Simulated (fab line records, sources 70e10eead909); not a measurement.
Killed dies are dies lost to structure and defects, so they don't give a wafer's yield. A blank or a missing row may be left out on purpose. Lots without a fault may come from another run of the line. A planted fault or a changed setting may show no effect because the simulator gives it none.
Which tool did it? | flow nand_harc | 11 lots, 33 wafers sampled, at 5 steps of a route of 1302

WHAT THE GAUGES READ, wafer by wafer
NHARC_END_SORT_01.
lot  | measured     | on        | killed_at_array
L360 | day 25 22:12 | prober-01 | 50 66 68
L369 | day 29 07:08 | prober-01 | 47 60 45
L370 | day 30 01:46 | prober-02 | 32 20 20

WHICH TOOL RAN EACH LOT (tool, then ch and the chambers of the sampled wafers, then the start)
lot  | NHARC_A_CHANNEL_HOLE_D2_ETCH_20  | NHARC_A_CHANNEL_HOLE_D2_ETCH_44    | NHARC_A_CHANNEL_FILL_D2_ETCHBACK_20 | NHARC_A_CHANNEL_FILL_D2_STRIP_28
L358 | har_etch-02 ch 0, day 14 09:31   | rie_diel-01 ch 0,2,3, day 14 18:10 | rie_diel-05 ch 0,1,3, day 15 18:18  | rie_diel-05 ch 0,2,3, day 15 18:23
L360 | har_etch-02 ch 0,1, day 15 02:40 | rie_diel-12 ch 1,2, day 15 07:18   | rie_diel-09 ch 0,1,2, day 16 08:53  | rie_diel-09 ch 0,2, day 16 08:58
L364 | har_etch-01 ch 0,1, day 16 17:57 | rie_diel-12 ch 0,1, day 16 22:32   | rie_diel-02 ch 1,2, day 18 00:26    | rie_diel-02 ch 1,3, day 18 00:32
L367 | har_etch-01 ch 0,1, day 17 14:49 | rie_diel-08 ch 1,3, day 17 19:26   | rie_diel-05 ch 0,1,3, day 18 23:14  | rie_diel-05 ch 0,2, day 18 23:19
L369 | har_etch-01 ch 0,1, day 18 08:35 | rie_diel-08 ch 1,2, day 18 13:07   | rie_diel-05 ch 0,3, day 19 13:53    | rie_diel-05 ch 1,2, day 19 13:59
L370 | har_etch-02 ch 0,1, day 19 07:31 | rie_diel-01 ch 0,1,2, day 19 12:02 | rie_diel-05 ch 1,2, day 20 13:27    | rie_diel-05 ch 0,1,3, day 20 13:33
L374 | har_etch-02 ch 0,1, day 20 17:23 | rie_diel-01 ch 0,2,3, day 20 21:59 | rie_diel-09 ch 1,2, day 22 02:15    | rie_diel-09 ch 1,3, day 22 02:20
L376 | har_etch-01 ch 0,1, day 22 12:02 | rie_diel-01 ch 0,1,3, day 22 16:38 | rie_diel-09 ch 1,3, day 24 00:44    | rie_diel-09 ch 1,2, day 24 00:50
L377 | har_etch-02 ch 0,1, day 22 14:05 | rie_diel-08 ch 2,3, day 22 18:40   | rie_diel-02 ch 0,1, day 24 00:44    | rie_diel-02 ch 0,1, day 24 00:51
L378 | har_etch-01 ch 0,1, day 22 17:22 | rie_diel-12 ch 0,1,3, day 22 21:56 | rie_diel-05 ch 1,2,3, day 24 00:49  | rie_diel-05 ch 1,2,3, day 24 00:55
L379 | har_etch-01 ch 0,1, day 23 10:41 | rie_diel-12 ch 0,3, day 23 15:17   | rie_diel-05 ch 1,2, day 24 16:46    | rie_diel-05 ch 0,2,3, day 24 16:52
- NHARC_A_CHANNEL_HOLE_D2_ETCH_20: etches the open film in C4F8/O2/Ar, time 361.9 s, target depth 1600 nm.
- NHARC_A_CHANNEL_HOLE_D2_ETCH_44: etches the open film in CF4/O2, target depth 140 nm, overetch 14 nm, time 77 s.
- NHARC_A_CHANNEL_FILL_D2_ETCHBACK_20: etches the open film in C4F8/O2/Ar, target depth 27 nm, time 13.5 s.
- NHARC_A_CHANNEL_FILL_D2_STRIP_28: strips in O2, time 20 s.

THE ANSWER, worked out from the rows above alone
Rule: what is usual is taken from the lots themselves. Put in order of their means at a reading, lots are off if they are a third of the lots or fewer, leave a main group of 4 or more, and stand apart from it by a gap of 3 or more times the standard deviation of the main group's means; of several such gaps the widest counts. A main group whose means are all the same, to the digits that the tables above print for the reading, isn't used. A lot without any number at a reading at which 4 lots or more have one is off too. The other lots that the step has rows for count as sound.
No lot is off at any reading shown: from this, nothing can be told.

WHAT THE SIMULATOR HAD PUT IN
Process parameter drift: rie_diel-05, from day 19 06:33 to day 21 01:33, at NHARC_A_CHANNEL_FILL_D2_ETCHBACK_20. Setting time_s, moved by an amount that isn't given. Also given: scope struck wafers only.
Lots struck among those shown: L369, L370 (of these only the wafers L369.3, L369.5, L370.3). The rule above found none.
